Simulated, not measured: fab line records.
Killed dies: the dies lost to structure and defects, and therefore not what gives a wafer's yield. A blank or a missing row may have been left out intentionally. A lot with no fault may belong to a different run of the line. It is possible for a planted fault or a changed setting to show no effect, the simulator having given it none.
Which of the tools did it?	flow nand_harc	Sampling: 12 lots, 36 wafers, 2 of 1302 route steps

## WHAT EACH GAUGE READ, for each wafer
NHARC_A_CHANNEL_HOLE_D1_INSPECT_40. Usual: raw_defect_count at 74, with a standard deviation of 26.
lot	measured	on	raw_defect_count	flag
L690	day 8 18:32	defect_inspect-02	91 101 92	
L695	day 10 19:01	defect_inspect-01	103 106 86	
L696	day 11 04:59	defect_inspect-01	84 59 71	
L698	day 12 08:14	defect_inspect-02	53 50 53	
L701	day 13 09:02	defect_inspect-01	89 104 102	
L704	day 14 23:04	defect_inspect-02	68 57 55	
L705	day 15 01:05	defect_inspect-01	97 122 90	
L708	day 16 01:55	defect_inspect-01	56 56 71	
L709	day 17 04:03	defect_inspect-01	59 60 57	
L710	day 17 19:34	defect_inspect-01	79 73 79	
L711	day 17 20:50	defect_inspect-01	43 67 69	
L713	day 18 11:35	defect_inspect-01	44 52 51	

## WHAT TOOL EACH LOT RAN ON (gives the tool, then ch and the chambers of the sampled wafers, and finally the start)
lot	NHARC_A_CHANNEL_HOLE_D1_ETCH_33
L690	har_etch-02 ch 0,1, day 8 16:53
L695	har_etch-02 ch 0,1, day 10 17:17
L696	har_etch-02 ch 0,1, day 11 03:19
L698	har_etch-01 ch 0,1, day 12 06:31
L701	har_etch-02 ch 0,1, day 13 07:24
L704	har_etch-01 ch 0,1, day 14 21:22
L705	har_etch-02 ch 0,1, day 14 23:19
L708	har_etch-01 ch 0,1, day 16 00:11
L709	har_etch-01 ch 0,1, day 16 17:37
L710	har_etch-01 ch 0,1, day 17 17:41
L711	har_etch-02 ch 0,1, day 17 19:06
L713	har_etch-01 ch 0,1, day 18 09:43
- NHARC_A_CHANNEL_HOLE_D1_ETCH_33: etches the open film in C4F8/O2/Ar, time 90 s, target depth 400 nm.

## WHAT THE TOOLS THEMSELVES READ (means of the sampled wafers that have a number; where no wafer has one, the mark that the record gives instead)
NHARC_A_CHANNEL_HOLE_D1_ETCH_33. Usual: drypump_motor_current_A 5.9 A, standard deviation 0.48; showerhead_plenum_p_Torr 3.64 Torr, standard deviation 0.13; throttle_valve_pct 27.620 %, standard deviation 0.0092.
lot	tool	drypump_motor_current_A (A)	showerhead_plenum_p_Torr (Torr)	throttle_valve_pct (%)	flag
L690	har_etch-02	5.8	3.58	27.617	
L695	har_etch-02	5.8	3.56	27.618	
L696	har_etch-02	5.8	3.56	27.610	
L698	har_etch-01	6.1	3.67	27.627	
L701	har_etch-02	6.1	3.53	27.614	
L704	har_etch-01	6.1	3.65	27.624	
L705	har_etch-02	6.0	3.52	27.617	
L708	har_etch-01	5.7	3.68	27.621	
L709	har_etch-01	5.7	3.68	27.619	
L710	har_etch-01	5.7	3.67	27.615	
L711	har_etch-02	6.1	3.98	27.614	
L713	har_etch-01	5.7	3.66	27.628	

## THE ANSWER, worked out from the rows above alone
Rule: lot off if the mean of its wafers having a number is beyond 3 standard deviations from the usual mean. Also off: a lot with no number at a reading for which 4 or more lots have one. Any other lot the step has rows for is counted as sound. First the gauges in route order, then the tools' own readings, where a lot's mean is used as printed above. The first step at which some lot is off is used, and at that step the reading that is off furthest; a lot without a number counts as furthest.
No lot is off on any of the readings shown, so nothing can be concluded from this.

## WHAT HAD BEEN PUT IN BY THE SIMULATOR
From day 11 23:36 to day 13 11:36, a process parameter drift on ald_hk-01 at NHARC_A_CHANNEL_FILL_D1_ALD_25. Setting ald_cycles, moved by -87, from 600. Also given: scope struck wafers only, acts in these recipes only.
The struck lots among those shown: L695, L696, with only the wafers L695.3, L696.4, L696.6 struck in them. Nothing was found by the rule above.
